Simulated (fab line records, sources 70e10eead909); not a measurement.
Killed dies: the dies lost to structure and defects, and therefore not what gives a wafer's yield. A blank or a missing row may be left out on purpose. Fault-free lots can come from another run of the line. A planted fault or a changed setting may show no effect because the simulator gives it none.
What tool caused it? / flow nand-harc / 13 lots, 37 wafers sampled, at 6 steps of a route of 1302

WHAT THE GAUGES SHOWED, per wafer
NHARC_P_BONDPAD_CD_MEAS_13.
lot=L435; measured=day 6 12:18; on=cd-sem-01; cd-nm (nm)=500.9 501.4 500.2
lot=L439; measured=day 8 10:18; on=cd-sem-03; cd-nm (nm)=499.0 497.9 497.1
lot=L440; measured=day 8 23:28; on=cd-sem-02; cd-nm (nm)=500.1 499.3 500.0
lot=L441; measured=day 9 03:57; on=cd-sem-02; cd-nm (nm)=497.0 500.0 497.9
lot=L442; measured=day 9 13:49; on=cd-sem-02; cd-nm (nm)=497.4 499.5 496.6
lot=L444; measured=day 10 15:34; on=cd-sem-02; cd-nm (nm)=499.5 496.1 497.3
lot=L445; measured=day 11 07:37; on=cd-sem-03; cd-nm (nm)=501.5 500.9 503.7
lot=L448; measured=day 11 23:41; on=cd-sem-03; cd-nm (nm)=500.8 499.4
lot=L449; measured=day 12 15:44; on=cd-sem-01; cd-nm (nm)=498.0 495.2 500.6
lot=L451; measured=day 13 09:34; on=cd-sem-03; cd-nm (nm)=501.0 500.6
lot=L456; measured=day 15 07:29; on=cd-sem-03; cd-nm (nm)=504.1 503.3 500.1
lot=L457; measured=day 15 22:08; on=cd-sem-03; cd-nm (nm)=498.0 498.7 499.0
lot=L458; measured=day 16 13:35; on=cd-sem-02; cd-nm (nm)=499.5 498.7 499.0

NHARC_A_ONON_D1_THK_MEAS_27: measures by ellipsometry.
lot=L435; measured=day 8 04:34; on=film-metro-01; thk-nm (nm)=997 995 996
lot=L439; measured=day 9 23:31; on=film-metro-01; thk-nm (nm)=992 992 994
lot=L440; measured=day 10 17:45; on=film-metro-01; thk-nm (nm)=993 994 995
lot=L441; measured=day 10 17:58; on=film-metro-01; thk-nm (nm)=1006 1005 1006
lot=L442; measured=day 11 03:20; on=film-metro-01; thk-nm (nm)=995 996 995
lot=L444; measured=day 12 05:03; on=film-metro-01; thk-nm (nm)=1009 1009 1010
lot=L445; measured=day 12 19:43; on=film-metro-01; thk-nm (nm)=991 990 989
lot=L448; measured=day 13 10:04; on=film-metro-02; thk-nm (nm)=1000 1802
lot=L449; measured=day 14 06:22; on=film-metro-01; thk-nm (nm)=1009 1007 1813
lot=L451; measured=day 15 02:22; on=film-metro-02; thk-nm (nm)=1811 1811
lot=L456; measured=day 16 21:03; on=film-metro-01; thk-nm (nm)=994 992 994
lot=L457; measured=day 17 12:10; on=film-metro-02; thk-nm (nm)=985 985 984
lot=L458; measured=day 18 04:06; on=film-metro-01; thk-nm (nm)=1000 1002 1002

NHARC_END_SORT_01.
lot=L448; measured=day 29 07:08; on=prober-01; killed-at-array=47 675; killed-at-other=5 1; killed-at-periphery=4 1; killed-dies=56 677; killed-open=3 2; killed-short=4 2
lot=L449; measured=day 30 01:46; on=prober-02; killed-at-array=32 20 667; killed-at-other=0 0 2; killed-at-periphery=6 8 8; killed-dies=38 28 677; killed-open=0 4 2; killed-short=2 0 1
lot=L451; measured=day 31 01:30; on=prober-01; killed-at-array=670 674; killed-at-other=1 0; killed-at-periphery=6 3; killed-dies=677 677; killed-open=6 3; killed-short=2 0

WHAT TOOL EACH LOT RAN ON (gives the tool, then ch and the chambers of the sampled wafers, and finally the start)
lot=L435; NHARC_P_BONDPAD_PVD_27=pvd-sputter-02, day 8 04:06 or earlier; NHARC_A_ONON_D1_DEP_25=pecvd-onon-03 ch 0, day 8 04:06; NHARC_A_CHANNEL_HOLE_D1_ETCH_39=rie-diel-13 ch 0,3, no start
lot=L439; NHARC_P_BONDPAD_PVD_27=pvd-sputter-01, day 9 23:04 or earlier; NHARC_A_ONON_D1_DEP_25=pecvd-onon-03 ch 0, day 9 23:04; NHARC_A_CHANNEL_HOLE_D1_ETCH_39=rie-diel-10 ch 0,1,2, no start
lot=L440; NHARC_P_BONDPAD_PVD_27=pvd-sputter-02, day 10 17:18 or earlier; NHARC_A_ONON_D1_DEP_25=pecvd-onon-02 ch 0, day 10 17:18; NHARC_A_CHANNEL_HOLE_D1_ETCH_39=rie-diel-10 ch 0,1, no start
lot=L441; NHARC_P_BONDPAD_PVD_27=pvd-sputter-02, day 10 17:34 or earlier; NHARC_A_ONON_D1_DEP_25=pecvd-onon-04 ch 0, day 10 17:34; NHARC_A_CHANNEL_HOLE_D1_ETCH_39=rie-diel-04 ch 0,1,2, no start
lot=L442; NHARC_P_BONDPAD_PVD_27=pvd-sputter-03, day 11 02:50 or earlier; NHARC_A_ONON_D1_DEP_25=pecvd-onon-03 ch 0, day 11 02:50; NHARC_A_CHANNEL_HOLE_D1_ETCH_39=rie-diel-04 ch 1,2,3, no start
lot=L444; NHARC_P_BONDPAD_PVD_27=pvd-sputter-02, day 12 04:32 or earlier; NHARC_A_ONON_D1_DEP_25=pecvd-onon-02 ch 0, day 12 04:32; NHARC_A_CHANNEL_HOLE_D1_ETCH_39=rie-diel-13 ch 0,2,3, no start
lot=L445; NHARC_P_BONDPAD_PVD_27=pvd-sputter-03, day 12 19:22 or earlier; NHARC_A_ONON_D1_DEP_25=pecvd-onon-03 ch 0, day 12 19:22; NHARC_A_CHANNEL_HOLE_D1_ETCH_39=rie-diel-10 ch 1,2,3, no start
lot=L448; NHARC_P_BONDPAD_PVD_27=pvd-sputter-03, day 13 09:40 or earlier; NHARC_A_ONON_D1_DEP_25=pecvd-onon-02 ch 0, day 13 09:40; NHARC_A_CHANNEL_HOLE_D1_ETCH_39=rie-diel-13 ch 3, day 29 07:08 or earlier
lot=L449; NHARC_P_BONDPAD_PVD_27=pvd-sputter-03, day 14 05:59 or earlier; NHARC_A_ONON_D1_DEP_25=pecvd-onon-02 ch 0, day 14 05:59; NHARC_A_CHANNEL_HOLE_D1_ETCH_39=rie-diel-04 ch 0,3, day 30 01:46 or earlier
lot=L451; NHARC_P_BONDPAD_PVD_27=pvd-sputter-01, day 15 01:55 or earlier; NHARC_A_ONON_D1_DEP_25=pecvd-onon-02 ch 0, day 15 01:55; NHARC_A_CHANNEL_HOLE_D1_ETCH_39=-
lot=L456; NHARC_P_BONDPAD_PVD_27=pvd-sputter-01, day 16 20:32 or earlier; NHARC_A_ONON_D1_DEP_25=pecvd-onon-03 ch 0, day 16 20:32; NHARC_A_CHANNEL_HOLE_D1_ETCH_39=rie-diel-10 ch 0,2,3, no start
lot=L457; NHARC_P_BONDPAD_PVD_27=pvd-sputter-02, day 17 11:40 or earlier; NHARC_A_ONON_D1_DEP_25=pecvd-onon-03 ch 0, day 17 11:40; NHARC_A_CHANNEL_HOLE_D1_ETCH_39=rie-diel-10 ch 0,2, no start
lot=L458; NHARC_P_BONDPAD_PVD_27=pvd-sputter-03, day 18 03:38 or earlier; NHARC_A_ONON_D1_DEP_25=pecvd-onon-04 ch 0, day 18 03:38; NHARC_A_CHANNEL_HOLE_D1_ETCH_39=rie-diel-13 ch 2,3, no start
- NHARC_P_BONDPAD_PVD_27: deposits Cu, target thk 30 nm, time 20.49 s.
- NHARC_A_ONON_D1_DEP_25: target thk 1000 nm.
- NHARC_A_CHANNEL_HOLE_D1_ETCH_39: etches the open film in N2/H2, target depth 260 nm, time 325 s.

AS READ BY THE TOOLS THEMSELVES (means over the sampled wafers that have a number; for cases with no such wafer, the mark the record gives instead)
NHARC_P_BONDPAD_PVD_27.
lot=L435; tool=pvd-sputter-02; cathode-dc-power-W (W)=5000.8; throttle-valve-pct (%)=29.9
lot=L439; tool=pvd-sputter-01; cathode-dc-power-W (W)=5000.2; throttle-valve-pct (%)=29.0
lot=L440; tool=pvd-sputter-02; cathode-dc-power-W (W)=4999.9; throttle-valve-pct (%)=30.4
lot=L441; tool=pvd-sputter-02; cathode-dc-power-W (W)=5000.3; throttle-valve-pct (%)=30.1
lot=L442; tool=pvd-sputter-03; cathode-dc-power-W (W)=5000.0; throttle-valve-pct (%)=31.6
lot=L444; tool=pvd-sputter-02; cathode-dc-power-W (W)=5000.4; throttle-valve-pct (%)=30.1
lot=L445; tool=pvd-sputter-03; cathode-dc-power-W (W)=5000.4; throttle-valve-pct (%)=29.0
lot=L448; tool=pvd-sputter-03; cathode-dc-power-W (W)=4999.4; throttle-valve-pct (%)=31.1
lot=L449; tool=pvd-sputter-03; cathode-dc-power-W (W)=4999.4; throttle-valve-pct (%)=31.6
lot=L451; tool=pvd-sputter-01; cathode-dc-power-W (W)=5000.6; throttle-valve-pct (%)=29.1
lot=L456; tool=pvd-sputter-01; cathode-dc-power-W (W)=4999.8; throttle-valve-pct (%)=29.0
lot=L457; tool=pvd-sputter-02; cathode-dc-power-W (W)=5000.9; throttle-valve-pct (%)=30.4
lot=L458; tool=pvd-sputter-03; cathode-dc-power-W (W)=4998.7; throttle-valve-pct (%)=29.4

NHARC_A_CHANNEL_HOLE_D1_ETCH_39.
lot=L435; tool=rie-diel-13; drypump-motor-current-A (A)=6.2; oes-product-au (a.u.)=1.008; rf-fwd-power-W (W)=400.2; rf-vpp-V (V)=429.8; showerhead-plenum-p-Torr (Torr)=2.01; throttle-valve-pct (%)=14.166
lot=L439; tool=rie-diel-10; drypump-motor-current-A (A)=6.0; oes-product-au (a.u.)=0.995; rf-fwd-power-W (W)=398.9; rf-vpp-V (V)=429.9; showerhead-plenum-p-Torr (Torr)=2.01; throttle-valve-pct (%)=14.169
lot=L440; tool=rie-diel-10; drypump-motor-current-A (A)=6.3; oes-product-au (a.u.)=1.002; rf-fwd-power-W (W)=399.4; rf-vpp-V (V)=427.9; showerhead-plenum-p-Torr (Torr)=1.97; throttle-valve-pct (%)=14.181
lot=L441; tool=rie-diel-04; drypump-motor-current-A (A)=5.5; oes-product-au (a.u.)=1.004; rf-fwd-power-W (W)=398.7; rf-vpp-V (V)=430.6; showerhead-plenum-p-Torr (Torr)=2.04; throttle-valve-pct (%)=14.174
lot=L442; tool=rie-diel-04; drypump-motor-current-A (A)=5.2; oes-product-au (a.u.)=0.993; rf-fwd-power-W (W)=399.8; rf-vpp-V (V)=429.3; showerhead-plenum-p-Torr (Torr)=1.99; throttle-valve-pct (%)=14.171
lot=L444; tool=rie-diel-13; drypump-motor-current-A (A)=6.0; oes-product-au (a.u.)=1.002; rf-fwd-power-W (W)=398.5; rf-vpp-V (V)=430.3; showerhead-plenum-p-Torr (Torr)=2.02; throttle-valve-pct (%)=14.176
lot=L445; tool=rie-diel-10; drypump-motor-current-A (A)=5.6; oes-product-au (a.u.)=0.989; rf-fwd-power-W (W)=399.1; rf-vpp-V (V)=431.3; showerhead-plenum-p-Torr (Torr)=2.06; throttle-valve-pct (%)=14.172
lot=L448; tool=rie-diel-13; drypump-motor-current-A (A)=6.4; oes-product-au (a.u.)=0.999; rf-fwd-power-W (W)=399.7; rf-vpp-V (V)=428.4; showerhead-plenum-p-Torr (Torr)=1.90; throttle-valve-pct (%)=14.172
lot=L449; tool=rie-diel-04; drypump-motor-current-A (A)=5.8; oes-product-au (a.u.)=0.978; rf-fwd-power-W (W)=399.4; rf-vpp-V (V)=429.4; showerhead-plenum-p-Torr (Torr)=2.00; throttle-valve-pct (%)=14.167
lot=L456; tool=rie-diel-10; drypump-motor-current-A (A)=5.8; oes-product-au (a.u.)=0.997; rf-fwd-power-W (W)=399.8; rf-vpp-V (V)=431.1; showerhead-plenum-p-Torr (Torr)=2.09; throttle-valve-pct (%)=14.170
lot=L457; tool=rie-diel-10; drypump-motor-current-A (A)=6.2; oes-product-au (a.u.)=1.004; rf-fwd-power-W (W)=398.9; rf-vpp-V (V)=430.3; showerhead-plenum-p-Torr (Torr)=2.03; throttle-valve-pct (%)=14.175
lot=L458; tool=rie-diel-13; drypump-motor-current-A (A)=6.1; oes-product-au (a.u.)=0.995; rf-fwd-power-W (W)=398.4; rf-vpp-V (V)=428.5; showerhead-plenum-p-Torr (Torr)=1.96; throttle-valve-pct (%)=14.170

THE ANSWER, worked out from the rows above alone
Rule: what is usual is taken from the lots themselves. Put in order of their means at a reading, lots are off if they are a third of the lots or fewer, leave a main group of 4 or more, and stand apart from it by a gap of 3 or more times the standard deviation of the main group's means; of several such gaps the widest counts. The tables above print the reading to a certain number of digits; a main group whose means all agree to those digits is not used. Also off: a lot with no number at a reading for which 4 or more lots have one. All remaining lots with rows at the step are treated as sound. Order of review: gauges by route order, followed by the tools' own readings, for which a lot's mean as printed above is used. At the first step where some lot is off, the reading lying furthest off is the one used; lots without a number count as furthest.
Off: L448, L449, L451, at NHARC_A_ONON_D1_THK_MEAS_27 (thk-nm). Main group: mean 996 nm, sd 7.
A tool fits if, at a process step before that reading, it ran every lot that is off, and no sound lot after the first of them. Gauges at NHARC_A_ONON_D1_THK_MEAS_27: tried the same way as those tools. NHARC_P_BONDPAD_PVD_27: start missing for some lots; hours and lot order therefore follow NHARC_A_ONON_D1_DEP_25. One candidate fits, namely pecvd-onon-02 at NHARC_A_ONON_D1_DEP_25. Its last sound lot is L444 (day 12 04:32), its first lot that is off L448 (day 13 09:40): a fault that began between those two fits.

WHAT THE SIMULATOR HAD INSERTED
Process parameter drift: pecvd-onon-02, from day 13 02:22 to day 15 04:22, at NHARC_A_ONON_D1_DEP_25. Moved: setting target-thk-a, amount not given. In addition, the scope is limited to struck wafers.
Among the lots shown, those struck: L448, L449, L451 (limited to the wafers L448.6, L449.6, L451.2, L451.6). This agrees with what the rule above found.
